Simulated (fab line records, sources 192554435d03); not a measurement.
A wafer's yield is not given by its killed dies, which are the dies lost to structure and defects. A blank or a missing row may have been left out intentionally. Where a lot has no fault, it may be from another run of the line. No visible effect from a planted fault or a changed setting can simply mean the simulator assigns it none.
Lot-split experiment	flow n5_finfet	on a route of 1938 steps: 7 lots, 39 wafers read

ABOUT THE SPLIT
At N5_PASSIVATION_SPUTTER_20 (material TaN, target thk 50 nm), the setting target_thk_a was moved away from the recipe's 500 angstrom on 12 of the 39 wafers read, by -21.3% to +31.4%. The other wafers ran this setting at the recipe's value.

The reading is taken at the split's own step.

THE READING
TaN_of_PASSIVATION_SPUTTER_20.thk_nm (the simulator's own value, which no gauge read), in nm, at N5_PASSIVATION_SPUTTER_20 (material TaN, target thk 50 nm). The file does not state a usual value for it. Average 50.1 nm, standard deviation 0.68 nm, over the 27 wafers here run with the recipe.

wafer	tool, chamber at the split	target_thk_a as run, angstrom	against the recipe	TaN_of_PASSIVATION_SPUTTER_20.thk_nm, nm	against lot-mates on the recipe
L076.1	pvd_sputter-01, -	657.2	+31.4%	66.4	+16.1
L076.2	pvd_sputter-01, -	500	recipe	50.6	-
L076.3	pvd_sputter-01, -	500	recipe	50	-
L076.4	pvd_sputter-01, -	657.2	+31.4%	65.6	+15.3
L076.5	pvd_sputter-01, -	657.2	+31.4%	65.8	+15.5
L076.6	pvd_sputter-01, -	500	recipe	50.4	-
L077.1	pvd_sputter-02, -	500	recipe	49.4	-
L077.6	pvd_sputter-02, -	500	recipe	49.4	-
L077.2	pvd_sputter-02, -	393.4	-21.3%	38.2	-11.0
L077.3	pvd_sputter-02, -	393.4	-21.3%	38.4	-10.8
L077.4	pvd_sputter-02, -	393.4	-21.3%	38.8	-10.4
L077.5	pvd_sputter-02, -	500	recipe	48.8	-
L083.1	pvd_sputter-01, -	500	recipe	50	-
L083.5	pvd_sputter-01, -	500	recipe	50	-
L083.3	pvd_sputter-01, -	500	recipe	50.8	-
L088.1	pvd_sputter-01, -	395.6	-20.9%	40.4	-10.1
L088.2	pvd_sputter-01, -	500	recipe	50.2	-
L088.3	pvd_sputter-01, -	500	recipe	50.6	-
L088.4	pvd_sputter-01, -	395.6	-20.9%	39.8	-10.7
L088.5	pvd_sputter-01, -	395.6	-20.9%	40.2	-10.3
L088.6	pvd_sputter-01, -	500	recipe	50.8	-
L085.1	pvd_sputter-02, -	500	recipe	49.2	-
L085.2	pvd_sputter-02, -	500	recipe	48.8	-
L085.3	pvd_sputter-02, -	644.7	+28.9%	63.6	+14.7
L085.5	pvd_sputter-02, -	644.7	+28.9%	63.6	+14.7
L085.4	pvd_sputter-02, -	500	recipe	48.6	-
L085.6	pvd_sputter-02, -	644.7	+28.9%	62.8	+13.9
L086.1	pvd_sputter-03, -	500	recipe	49.6	-
L086.2	pvd_sputter-03, -	500	recipe	51.2	-
L086.5	pvd_sputter-03, -	500	recipe	51.2	-
L086.3	pvd_sputter-03, -	500	recipe	50.8	-
L086.4	pvd_sputter-03, -	500	recipe	50	-
L086.6	pvd_sputter-03, -	500	recipe	50	-
L097.1	pvd_sputter-02, -	500	recipe	50	-
L097.2	pvd_sputter-02, -	500	recipe	50.4	-
L097.3	pvd_sputter-02, -	500	recipe	50.4	-
L097.4	pvd_sputter-02, -	500	recipe	50.4	-
L097.5	pvd_sputter-02, -	500	recipe	50.4	-
L097.6	pvd_sputter-02, -	500	recipe	49.8	-

THE FIT
A straight line over all 39 wafers: TaN_of_PASSIVATION_SPUTTER_20.thk_nm changes by +0.493 nm for each +1% of target_thk_a; r = +0.99; the points scatter about the line by 0.75 nm.
The same after taking each lot's own level away (the mean of its wafers on the recipe; 39 wafers): +0.499 nm for each +1%; r = +1.00; scatter 0.37 nm.
That fit puts the effect of the largest move of target_thk_a on the reading at 16 nm.
The span of the lots' own levels, 48.87 to 50.53 nm, comes to 2.4 times the standard deviation stated above.
Hence the lot-to-lot level has little effect on the slope; both slopes agree.
Check: for one of the wafers moved furthest among these (+31.4%), held out of the fit, the line's prediction against its lot-mates is +15.6 nm. It came out at +16.1 nm against them.

ADDITIONAL SPLITS CARRIED BY THESE WAFERS
Before the reading, these wafers also passed through other splits. Each is held against what the fit with the lots' levels taken away leaves over:
other split on the same wafers	wafers away from the commonest value	r with TaN_of_PASSIVATION_SPUTTER_20.thk_nm (lot level and that fit taken away)
N5_BEOL_M14_ILD_DEP_00 target_thk_a	15	+0.03

THE FILE'S OWN FIT
TaN_of_PASSIVATION_SPUTTER_20.thk_nm changes by +0.499 nm for each +1% of target_thk_a, r = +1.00.
